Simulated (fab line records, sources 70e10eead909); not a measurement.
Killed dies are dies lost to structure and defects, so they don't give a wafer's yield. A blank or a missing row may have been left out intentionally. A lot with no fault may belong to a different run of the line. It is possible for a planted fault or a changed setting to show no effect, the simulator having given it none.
A single fault, viewed from 2 desks | flow nand_harc | what lay behind the numbers comes last; until then each desk has only its own

== AT THE TOOL OWNER'S DESK: har_etch-02 ==
The tool's own readings at NHARC_A_CHANNEL_HOLE_D1_ETCH_25 (etches the open film in C4F8/O2/Ar, time 1040.2 s, target depth 1500 nm): means of the sampled wafers that have a number, for each lot that ran on this tool. A lot is out of limits, marked OUT, if its mean lies more than 4 standard deviations from the usual mean; the brackets give that distance.
Columns: A = c4f8_flow_sccm at NHARC_A_CHANNEL_HOLE_D1_ETCH_25, usual 93.81 sccm; B = chamber_pressure_mTorr at NHARC_A_CHANNEL_HOLE_D1_ETCH_25, usual 20.000 mTorr; C = drypump_motor_current_A at NHARC_A_CHANNEL_HOLE_D1_ETCH_25, usual 6.36 A; D = showerhead_plenum_p_Torr at NHARC_A_CHANNEL_HOLE_D1_ETCH_25, usual 3.60 Torr; E = throttle_valve_pct at NHARC_A_CHANNEL_HOLE_D1_ETCH_25, usual 32.235 %
lot  | first seen here | A     | B      | C    | D    | E
L474 | day 13 03:38    | 94.02 | 19.997 | 6.49 | 3.46 | 32.234
L476 | day 13 17:43    | 93.80 | 20.010 | 6.17 | 3.77 | 32.232
L478 | day 14 23:14    | 93.80 | 20.012 | 6.30 | 3.61 | 32.226
L481 | day 15 20:40    | 93.85 | 19.997 | 6.31 | 3.60 | 32.249
L482 | day 16 17:23    | 93.74 | 20.004 | 6.16 | 3.92 | 32.238
L484 | day 17 01:44    | 93.70 | 20.006 | 6.16 | 3.91 | 32.246
This desk's finding: nothing out of limits on any of the 6 lots.

== AT THE METROLOGY DESK ==
Lot by lot, what the gauges showed, no matter which tool ran the lot: averages of those sampled wafers that carry a number. A lot is out of limits, marked OUT, if its mean lies more than 4 standard deviations from the usual mean; the brackets give that distance.
Columns: A = overlay_x_nm at NHARC_A_CHANNEL_HOLE_D1_OVL_MEAS_11, usual 0.1 nm; B = overlay_y_nm at NHARC_A_CHANNEL_HOLE_D1_OVL_MEAS_11, usual -0.3 nm; C = cd_nm at NHARC_A_CHANNEL_HOLE_D1_CD_MEAS_30, usual 89.8 nm
lot  | first seen here | A    | B    | C
L468 | day 11 07:30    | 0.9  | -0.4 | 0.7 (-64) OUT
L470 | day 11 10:37    | 0.2  | -0.8 | -0.1 (-64) OUT
L471 | day 11 23:37    | 1.0  | -0.4 | 0.1 (-64) OUT
L474 | day 12 20:34    | -1.0 | -1.5 | 91.2
L476 | day 13 11:19    | 1.5  | -0.4 | 90.0
L477 | day 14 02:42    | -0.3 | 0.0  | 89.7
L478 | day 14 18:55    | -0.1 | 0.5  | 91.1
L481 | day 15 14:23    | 0.6  | -0.2 | 89.6
L482 | day 16 10:46    | -0.3 | -0.4 | 90.3
L484 | day 16 20:21    | -1.0 | -0.2 | 91.2
This desk finds L468, L470, L471 out of limits, L468 being first, at day 11 14:24 (cd_nm at NHARC_A_CHANNEL_HOLE_D1_CD_MEAS_30). L474, L476, L477, L478, L481, L482, L484: within limits.

== BROUGHT TOGETHER ==
Metrology desk: alarm possible at day 11 14:24 on L468, L470, L471.
Nothing out of limits was seen by the tool owner's desk.
The tool owner's desk has no number on record for L468, L470, L471.
NHARC_A_CHANNEL_HOLE_D1_ETCH_25 was run on har_etch-02 by each of the lots named.

== WHAT THE SIMULATOR HAD INSERTED ==
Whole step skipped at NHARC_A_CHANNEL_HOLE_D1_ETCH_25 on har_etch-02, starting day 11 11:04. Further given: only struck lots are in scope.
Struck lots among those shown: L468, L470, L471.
Delay in hours, fault start to first out-of-limits reading, per desk: metrology desk 3.
